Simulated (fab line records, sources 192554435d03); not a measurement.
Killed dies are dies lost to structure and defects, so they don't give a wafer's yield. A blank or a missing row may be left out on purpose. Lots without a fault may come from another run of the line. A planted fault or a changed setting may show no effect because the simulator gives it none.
Chamber matching | flow n5_finfet | N5_BEOL_M5_ETCH_67 on rie_diel-02: 4 sister chambers
The step etches SiARC in CF4, target depth 15.6 nm, time 26 s. 4 wafers are shown with their chamber, then 8 later ones without.

WAFERS WITH THEIR CHAMBER
wafer  | chamber | showerhead_plenum_p_Torr (Torr)
L087.1 | 0       | 2.16
L087.3 | 2       | 2.22
L087.6 | 1       | 2.06
L089.4 | 3       | 2.10

WAFERS WITHOUT THEIR CHAMBER
wafer  | showerhead_plenum_p_Torr (Torr)
L089.5 | 2.16
L089.6 | 2.06
L092.2 | 2.21
L092.5 | 2.21
L092.6 | 2.06
L096.1 | 2.06
L096.3 | 2.15
L096.4 | 2.09

WHICH CHAMBER EACH WENT THROUGH
wafer  | from the rows above | in truth
L089.5 | 0                   | 0
L089.6 | 1                   | 1
L092.2 | 2                   | 2
L092.5 | 2                   | 2
L092.6 | 1                   | 1
L096.1 | 1                   | 1
L096.3 | 0                   | 0
L096.4 | 3                   | 3
Placed correctly: 8 of 8. Can't be placed from these rows: 0. Placed wrongly: 0.
How it was worked out, from the rows above alone: a wafer's distance from a chamber is the root of the sum, over the readings, of the square of ((its reading less the chamber's mean) divided by the reading's scatter). The wafer belongs to the nearest chamber; if the next one is less than 2 further off, it can't be placed. A chamber's mean is the mean of its shown wafers. The scatter: with one shown wafer a chamber, the root of the mean of the squares of how far each hidden wafer lies from its nearest shown one.
